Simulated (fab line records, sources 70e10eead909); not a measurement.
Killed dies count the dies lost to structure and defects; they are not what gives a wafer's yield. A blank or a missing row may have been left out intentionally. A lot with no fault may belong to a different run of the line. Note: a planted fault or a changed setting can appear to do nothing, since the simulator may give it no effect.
Which tool was responsible? | flow nand_harc | 21 wafers from 7 lots sampled at 3 of the route's 1302 steps

## WHAT EACH GAUGE READ, for each wafer
NHARC_A_ONON_D2_THK_MEAS_11: measures by ellipsometry.
lot  | measured     | on            | thk_nm (nm)
L337 | day 13 16:59 | film_metro-01 | 989 990 988
L338 | day 14 00:14 | film_metro-02 | 988 985 986
L343 | day 15 10:24 | film_metro-02 | 986 985 985
L344 | day 16 04:31 | film_metro-01 | 1003 1003 1007
L353 | day 19 19:26 | film_metro-02 | 554 1001 1000 552 1002 1001
L356 | day 21 10:25 | film_metro-01 | 1006 1010 1008
L358 | day 22 07:18 | film_metro-02 | 978 979 977

## WHAT TOOL EACH LOT RAN ON (gives the tool, then ch and the chambers of the sampled wafers, and finally the start)
lot  | NHARC_A_CHANNEL_FILL_D1_ETCHBACK_20 | NHARC_A_ONON_D2_DEP_09
L337 | rie_diel-04 ch 0,2, day 11 01:31    | pecvd_onon-01 ch 0, day 13 16:32
L338 | rie_diel-04 ch 2,3, day 11 10:16    | pecvd_onon-03 ch 0, day 13 23:44
L343 | rie_diel-11 ch 1,2,3, day 12 18:25  | pecvd_onon-01 ch 0, day 15 09:53
L344 | rie_diel-11 ch 2,3, day 13 12:29    | pecvd_onon-03 ch 0, day 16 04:07
L353 | rie_diel-04 ch 0,1,3, day 17 07:00  | pecvd_onon-03 ch 0, day 19 18:55
L356 | rie_diel-11 ch 1,2,3, day 18 16:37  | pecvd_onon-04 ch 0, day 21 09:55
L358 | rie_diel-01 ch 0,1,3, day 19 17:00  | pecvd_onon-01 ch 0, day 22 06:47
- NHARC_A_CHANNEL_FILL_D1_ETCHBACK_20: etches the open film in C4F8/O2/Ar, target depth 27 nm, time 13.5 s.
- NHARC_A_ONON_D2_DEP_09: target thk 1000 nm.

## THE ANSWER, worked out from the rows above alone
Rule: usual is defined by the lots themselves. The widest of any qualifying gaps counts: lots, ordered by their means at a reading, are off when they make up no more than a third of the lots, leave a main group of 4 or more, and stand apart from it by 3 or more times the standard deviation of that group's means. If all means in a main group match to the digits the tables above print for the reading, that group is not used. Also off: a lot with no number at a reading for which 4 or more lots have one. The other lots that the step has rows for count as sound.
Off: L353 (NHARC_A_ONON_D2_THK_MEAS_11, thk_nm). The main group: mean 992 nm, standard deviation 11.
If a tool, at a process step before that reading, ran all the lots that are off and no sound lot after the first of them, it fits. Those tools and the gauges at NHARC_A_ONON_D2_THK_MEAS_11 are tried in the same way. Undecided on this evidence; 2 tools fit (rie_diel-04 at NHARC_A_CHANNEL_FILL_D1_ETCHBACK_20, pecvd_onon-03 at NHARC_A_ONON_D2_DEP_09).

## WHAT THE SIMULATOR PUT IN
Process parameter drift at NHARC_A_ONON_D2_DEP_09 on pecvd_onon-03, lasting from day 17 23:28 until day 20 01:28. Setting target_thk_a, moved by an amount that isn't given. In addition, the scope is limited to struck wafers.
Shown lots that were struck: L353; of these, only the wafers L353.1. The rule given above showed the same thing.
